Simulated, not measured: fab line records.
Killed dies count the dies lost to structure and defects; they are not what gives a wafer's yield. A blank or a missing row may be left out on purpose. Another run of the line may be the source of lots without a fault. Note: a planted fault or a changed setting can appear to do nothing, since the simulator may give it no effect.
fab line records	flow n5Finfet
record: lots: 12	wafers: 34	lastDay: 17
route steps=1938 shown BEOL_M1@752 PASSIVATION@1936
lots with no fault: from the same line, run without faults
startH: hours from the record's opening day to when the first of the lot's shown wafers began	waitH: hours since the lot's step before	" the same as in the row above	L1.1+2: several wafers, shown together as one row	- either no value or no given start	* or withheld: withheld	< > ~ a bound
route shown NAME@n: names a module that has steps shown in the file, with the first one's number in the route	usual: mean and standard deviation over wafers with no fault	same: alike in all rows	chamber/n: place in a boat	sites: per-site readings	_std_site: the standard deviation of these	_edge_site: mean of outer sites minus mean of inner sites	radiusMm: for every site, how far away it sits from the centre of the wafer	mask NAME#n: copy n	behind: tool/chamber where the wafer was last shaped	hold: why the lot was held/for how many hours/how that ended	device: transistor that didn't switch, given as n, p or np	end of line: the route-end tests of the same wafers	where a step has no rows: the recipe by itself	killed: dies lost to structure and defects at the first sort, not the wafer's yield	map: dies across one wafer; x = killed, . = not, _ = none there
set.NAME: the run value of the setting; set.NAME@STEP: its run value at that earlier step	model.NAME: the simulator's own value behind a step, which no gauge read
a sample of lots followed through the steps of the route, with each step as a table and each wafer as a row
services: from which hour (startH, from the record's first day; less than 0 if before it) a tool's chamber was out of use, for how many hours, and why
== steps ==
step: N5_BEOL_M1_THK_MEAS_01
recipe: reads: SiOC_of_BEOL_M1_ILD_DEP_00
usual: M1_ILD_THK: 78.8/1
lot.wafer	tool	chamber	startH	waitH	M1_ILD_THK[nm]
L956.1	filmMetro-02	-	124.07	0.0	79.1
L956.4	"	-	"	"	79.7
L956.5	"	-	"	"	79.6
L955.1	filmMetro-01	-	126.19	0.0	79.0
L955.3	"	-	"	"	79.4
L955.6	"	-	"	"	79.8
L957.2	filmMetro-02	-	127.60	0.1	78.8
L957.3	"	-	"	"	78.2
L957.6	"	-	"	"	79.8
L958.3	filmMetro-02	-	140.34	0.1	78.0
L958.4	"	-	"	"	79.2
L958.6	"	-	"	"	79.4
L964.1	filmMetro-02	-	174.60	0.0	78.4
L964.2	"	-	"	"	79.1
L964.4	"	-	"	"	80.2
L966.2	filmMetro-01	-	191.90	0.1	77.8
L966.3	"	-	"	"	78.3
L966.4	"	-	"	"	80.2
L967.5	filmMetro-01	-	198.89	0.0	80.1
L970.3	filmMetro-02	-	208.10	0.1	78.6
L970.5	"	-	"	"	79.9
L970.6	"	-	"	"	80.9
L974.3	filmMetro-01	-	249.16	0.1	77.0
L974.4	"	-	"	"	79.7
L974.6	"	-	"	"	78.6
L975.1	filmMetro-02	-	254.46	0.0	78.7
L975.2	"	-	"	"	77.9
L975.6	"	-	"	"	78.8
L977.2	filmMetro-02	-	257.37	0.1	78.7
L977.4	"	-	"	"	80.5
L977.5	"	-	"	"	79.4
L978.1	filmMetro-02	-	258.36	0.0	77.7
L978.2	"	-	"	"	77.4
L978.5	"	-	"	"	78.4
step: N5_BEOL_M1_ETCH_74
recipe: chemistry: N2/H2	target: underlayer	targetDepthA: 65	maskMaterial: CAR-EUV	timeS: 5.2	ionEnergyEv: 200	pressureMtorr: 30	sourceW: 840	biasW: 150	n2FlowSccm: 200	h2FlowSccm: 200	ends: cleared
usual: drypumpMotorCurrentA: 5.7/0.37	etchRfOnTimeS: 5.16/0.082	oesProductAu: 0.68/0.063	rfVppV: 524.1/1.8	showerheadPlenumPTorr: 2.55/0.057	throttleValvePct: 17.81/0.29
lot.wafer	tool	chamber	startH	waitH	drypumpMotorCurrentA	etchRfOnTimeS	oesProductAu	rfHoursCounterH	rfVppV	showerheadPlenumPTorr	throttleValvePct
L956.1	rieDiel-05	3	125.48	0.0	5.5	5.03	0.66	155	525.5	2.53	18.19
L956.4	"	1	"	"	6.3	5.17	0.71	-	525.7	2.57	18.10
L956.5	"	3	"	"	5.4	5.13	0.65	-	522.8	2.53	18.19
L955.1	rieDiel-01	3	128.56	0.0	5.1	5.00	0.60	235	526.0	2.62	17.89
L955.3	"	2	"	"	5.7	5.06	0.75	39	521.2	2.48	17.40
L955.6	"	2	"	"	5.7	5.02	0.76	-	523.8	2.48	17.40
L957.2	rieDiel-05	0	128.79	0.0	5.7	5.17	0.60	212	523.3	2.51	18.12
L957.3	"	3	"	"	5.4	5.16	0.64	156	523.1	2.53	18.19
L957.6	"	3	"	"	5.4	5.12	0.65	-	523.9	2.53	18.20
L958.3	rieDiel-05	0	141.74	0.0	5.7	5.20	0.60	217	522.7	2.51	18.13
L958.4	"	3	"	"	5.4	5.14	0.65	-	524.8	2.53	18.20
L958.6	"	0	"	"	5.7	5.25	0.59	-	524.4	2.51	18.10
L964.1	rieDiel-01	2	176.89	0.0	5.7	5.19	0.72	55	521.9	2.47	17.40
L964.2	"	1	"	"	5.8	5.22	0.72	75	526.0	2.58	17.74
L964.4	"	3	"	"	5.1	5.15	0.59	250	525.9	2.61	17.96
L966.2	rieDiel-03	3	192.96	0.0	6.3	5.22	0.77	39	525.8	2.60	17.63
L966.3	"	0	"	"	6.2	5.27	0.67	126	521.3	2.45	17.53
L966.4	"	1	"	"	6.2	5.36	0.63	156	527.7	2.66	17.91
L967.5	rieDiel-01	0	200.03	0.0	5.6	5.20	0.65	-	523.9	2.55	17.90
L970.3	rieDiel-03	3	209.29	0.0	6.3	5.15	0.75	44	524.5	2.59	17.66
L970.5	"	0	"	"	6.2	5.24	0.67	-	521.2	2.45	17.55
L970.6	"	3	"	"	6.3	5.14	0.76	-	522.2	2.59	17.67
L974.3	rieDiel-01	3	250.84	0.0	5.2	5.05	0.82	17	525.5	2.60	17.55
L974.4	"	1	"	"	5.7	5.18	0.71	99	524.0	2.57	17.78
L974.6	"	3	"	"	5.1	5.05	0.82	-	525.4	2.60	17.55
L975.1	rieDiel-01	1	255.32	0.0	5.7	5.18	0.69	100	525.7	2.56	17.78
L975.2	"	0	"	"	5.6	5.05	0.65	159	522.6	2.55	17.93
L975.6	"	1	"	"	5.7	5.17	0.69	-	524.8	2.56	17.77
L977.2	rieDiel-03	1	258.55	0.0	6.2	5.31	0.61	176	527.2	2.65	17.90
L977.4	"	3	"	"	6.3	5.16	0.74	-	524.7	2.59	17.67
L977.5	"	0	"	"	6.2	5.22	0.66	-	521.7	2.44	17.60
L978.1	rieDiel-01	3	260.84	0.0	5.2	5.01	0.80	21	524.2	2.60	17.56
L978.2	"	1	"	"	5.7	5.17	0.70	102	524.3	2.56	17.77
L978.5	"	2	"	"	5.7	5.14	0.70	-	522.4	2.46	17.46
step: N5_BEOL_M1_COAT_67
recipe: resist: SOC	tempC: 250	timeS: 60	spinRpm: 1500	resistThkNm: 60
usual: spinSpeedRpm: 1500.1/1.1
lot.wafer	tool	chamber	startH	waitH	spinSpeedRpm
L956.1	lithoTrack-04	0	125.91	0.0	1500.8
L956.4	"	0	"	"	1500.5
L956.5	"	0	"	"	1499.3
L955.1	lithoTrack-04	0	128.99	0.0	1500.9
L955.3	"	0	"	"	1499.7
L955.6	"	0	"	"	1501.4
L957.2	lithoTrack-03	0	129.22	0.0	1500.0
L957.3	"	0	"	"	1500.1
L957.6	"	0	"	"	1499.9
L958.3	lithoTrack-01	0	142.17	0.0	1499.2
L958.4	"	0	"	"	1498.8
L958.6	"	0	"	"	1501.3
L964.1	lithoTrack-03	0	177.34	0.0	1500.7
L964.2	"	0	"	"	1501.2
L964.4	"	0	"	"	1501.0
L966.2	lithoTrack-03	0	193.39	0.0	1769.8
L966.3	"	0	"	"	1768.0
L966.4	"	0	"	"	1767.9
L967.5	lithoTrack-03	0	200.45	0.0	1766.6
L970.3	lithoTrack-04	0	209.73	0.0	1501.8
L970.5	"	0	"	"	1500.9
L970.6	"	0	"	"	1501.1
L974.3	lithoTrack-01	0	251.30	0.0	1498.9
L974.4	"	0	"	"	1500.0
L974.6	"	0	"	"	1500.2
L975.1	lithoTrack-04	0	255.81	0.0	1499.1
L975.2	"	0	"	"	1500.4
L975.6	"	0	"	"	1500.8
L977.2	lithoTrack-04	0	259.11	0.0	1499.5
L977.4	"	0	"	"	1499.1
L977.5	"	0	"	"	1500.3
L978.1	lithoTrack-01	0	261.35	0.0	1498.7
L978.2	"	0	"	"	1498.4
L978.5	"	0	"	"	1500.3
step: N5_BEOL_M1_ALD_98
recipe: material: SiO2	targetThkA: 25	tempC: 100	aldPrecursorFamily: BDEAS	aldCoReactant: O2-plasma	pulseTimeS: 1	coReactantPulseTimeS: 1	purgeTimeS: 2	coReactantPurgeTimeS: 2	aldCycles: 17	pressureTorr: 2
usual: heaterPowerW: 80/7.5	precursorPulseHeightRel: 1.002/0.019
same: coReactantPurgeTimeS: 2
lot.wafer	tool	chamber	startH	waitH	heaterPowerW	precursorPulseHeightRel
L956.1	aldSin-03	2	126.57	0.1	78	1.030
L956.4	"	1	"	"	79	1.008
L956.5	"	2	"	"	79	1.001
L955.1	aldSin-01	2	129.65	0.1	76	0.991
L955.3	"	0	"	"	83	0.991
L955.6	"	2	"	"	78	1.000
L957.2	aldSin-01	0	129.76	0.1	85	0.996
L957.3	"	1	"	"	64	0.981
L957.6	"	1	"	"	64	0.982
L958.3	aldSin-01	2	143.63	1.0	76	1.021
L958.4	"	3	"	"	81	1.011
L958.6	"	2	"	"	77	0.983
L964.1	aldSin-04	2	178.21	0.2	84	0.990
L964.2	"	3	"	"	82	0.990
L964.4	"	1	"	"	90	1.014
L966.2	aldSin-04	2	195.15	0.8	84	0.967
L966.3	"	1	"	"	90	0.997
L966.4	"	3	"	"	81	1.003
L967.5	aldSin-01	3	201.17	0.1	82	0.955
L970.3	aldSin-03	0	210.39	0.1	77	0.992
L970.5	"	1	"	"	81	0.960
L970.6	"	2	"	"	82	0.997
L974.3	aldSin-01	2	251.99	0.1	77	0.994
L974.4	"	0	"	"	83	0.989
L974.6	"	3	"	"	84	1.016
L975.1	aldSin-03	1	256.51	0.1	80	1.025
L975.2	"	3	"	"	96	0.987
L975.6	"	0	"	"	78	1.008
L977.2	aldSin-01	2	260.43	0.1	81	1.012
L977.4	"	0	"	"	82	0.958
L977.5	"	1	"	"	63	0.998
L978.1	aldSin-04	0	262.42	0.4	72	0.980
L978.2	"	3	"	"	82	1.022
L978.5	"	3	"	"	83	1.035
step: N5_PASSIVATION_PROBE_49
usual: killed_at_M0_to_M3: 33/8.9	killed_at_M4_up: 15/5.4	killedAtContacts: 13/5.8	killedAtFrontEnd: 39/9.9	killedAtOther: 3.2/2.9	killedDies: 102/15	killedOpen: 68/12	killedShort: 34/7.6
same: grossDies: 1180	killedAtBackSide: 0
lot.wafer	tool	chamber	startH	waitH	killed_at_M0_to_M3	killed_at_M4_up	killedAtContacts	killedAtFrontEnd	killedAtOther	killedDies	killedOpen	killedShort
L967.5	prober-01	-	332.75	0.2	72	9	10	35	7	133	61	32
L966.2	prober-01	-	336.70	0.1	18	19	7	36	8	88	60	27
L966.3	prober-01	-	336.75	0.1	29	8	14	31	11	93	57	36
L966.4	prober-01	-	336.80	0.2	27	28	8	55	6	124	85	36
L970.3	prober-02	-	360.31	0.1	41	12	9	57	0	119	72	46
L970.5	prober-02	-	360.41	0.2	26	22	15	43	0	106	69	37
L970.6	prober-02	-	360.46	0.3	33	8	10	59	0	110	58	52
killed by level:class
L967.5 BEOL_M0_SAQP:unspecified=40 FIN_SAQP:geometricParticle:open=10 FIN_SAQP:geometricParticle:short=9 MOL_CONTACT_COAG:geometricParticle:open=8 BEOL_M1:geometricParticle:open=7 DUMMY_GATE:geometricParticle:open=5 BEOL_M0_SAQP:geometricParticle:open=5 BEOL_M0_SAQP:geometricParticle:short=5
L966.2 FIN_SAQP:geometricParticle:open=15 FIN_SAQP:geometricParticle:short=11 BEOL_M4:geometricParticle:open=10 MOL_CONTACT_COAG:geometricParticle:open=7 DUMMY_GATE:geometricParticle:open=5 BEOL_M2:geometricParticle:open=5 BEOL_M3:geometricParticle:open=4 PAD_METAL:geometricParticle:short=4
L966.3 FIN_SAQP:geometricParticle:short=12 MOL_CONTACT_COAG:geometricParticle:open=11 BEOL_M3:geometricParticle:open=8 PAD_METAL:geometricParticle:short=6 BEOL_M0_SAQP:geometricParticle:open=5 BEOL_M1:geometricParticle:open=5 FIN_SAQP:geometricParticle:open=4 BEOL_M0_SAQP:geometricParticle:short=4
L966.4 BEOL_M4:geometricParticle:open=19 FIN_SAQP:geometricParticle:open=17 FIN_SAQP:geometricParticle:short=14 BEOL_M3:geometricParticle:open=13 STI_FIN_REVEAL:geometricParticle:open=10 MOL_CONTACT_COAG:geometricParticle:open=5 BEOL_M3:geometricParticle:short=5 BEOL_M5:geometricParticle:open=4
L970.3 FIN_SAQP:geometricParticle:short=13 BEOL_M0_SAQP:geometricParticle:open=13 BEOL_M0_SAQP:geometricParticle:short=11 MOL_CONTACT_COAG:geometricParticle:open=9 STI_FIN_REVEAL:geometricParticle:open=8 GATE_CUT:geometricParticle:short=7 BEOL_M4:geometricParticle:open=7 BEOL_M3:geometricParticle:open=6
L970.5 MOL_CONTACT_COAG:geometricParticle:open=13 FIN_SAQP:geometricParticle:open=8 BEOL_M5:geometricParticle:open=8 FIN_SAQP:geometricParticle:short=7 STI_FIN_REVEAL:geometricParticle:open=7 BEOL_M0_SAQP:geometricParticle:short=7 BEOL_M3:geometricParticle:open=7 GATE_CUT:geometricParticle:short=4
L970.6 FIN_SAQP:geometricParticle:short=21 BEOL_M0_SAQP:geometricParticle:short=12 FIN_SAQP:geometricParticle:open=10 MOL_CONTACT_COAG:geometricParticle:open=9 BEOL_M0_SAQP:geometricParticle:open=8 STARTING-WAFER:geometricParticle:short=6 DUMMY_GATE:geometricParticle:open=5 GATE_CUT:geometricParticle:short=5
== services ==
tool	chamber	startH	hours	kind
aldSin-04	0	102.95	12.7	repair
rieDiel-05	0	106.62	15.8	repair
rieDiel-01	0	123.95	6.4	repair
aldSin-03	1	141.84	10.6	repair
aldSin-03	-	144.84	14.6	pm
aldSin-03	-	167.85	0.5	repair
rieDiel-01	3	177.08	-	clean
rieDiel-01	3	177.08	-	consumableReplace:focusRing
rieDiel-01	3	177.08	12.5	scheduledDown
rieDiel-01	3	177.08	12.5	ventCycle
aldSin-01	-	178.65	14.0	pm
aldSin-01	0	178.65	14.0	ventCycle
aldSin-01	1	178.65	14.0	ventCycle
aldSin-01	2	178.65	14.0	ventCycle
aldSin-01	3	178.65	14.0	ventCycle
aldSin-04	0	179.12	45.6	repair
aldSin-01	0	192.65	-	clean
aldSin-01	1	192.65	-	clean
aldSin-01	-	208.46	4.3	pm
rieDiel-01	-	232.90	2.8	pm
rieDiel-03	2	248.66	32.5	repair
rieDiel-05	-	255.94	4.4	repair
aldSin-04	2	256.42	14.1	repair
rieDiel-03	3	261.12	1.6	repair
== key ==
firstSign: step: N5_BEOL_M1_COAT_67	reading: spinSpeedRpm	direction: up	sigmas: 99+	usual: *	struck: *
effect none on later readings
metAt N5_BEOL_M1_COAT_67
struckLots L966,L967
testerLeftOut L967
notActingAt N5_BEOL_M1_THK_MEAS_01,N5_BEOL_M1_ETCH_74,N5_BEOL_M1_ALD_98
onsetBetween 177.34 193.39
earlierFault: kind: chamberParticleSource	tool: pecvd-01	chamber: 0	onsetH: 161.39	steps: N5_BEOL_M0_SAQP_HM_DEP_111	ratePerVisitCm2: 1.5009
fault: kind: processParameterDrift	tool: lithoTrack-03	chamber: -	onsetH: 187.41	steps: N5_BEOL_M1_COAT_67	channel: spinRpm	offset: *	shape: step	actsIn: *	stated: *
testerLeftOut: of these lots the tester's yield and bins aren't shown, on N5 and GAA mostly nor the transistor test; their killed dies are dies lost to structure and defects alone, not to doping, threshold or leakage, so they don't give the yield
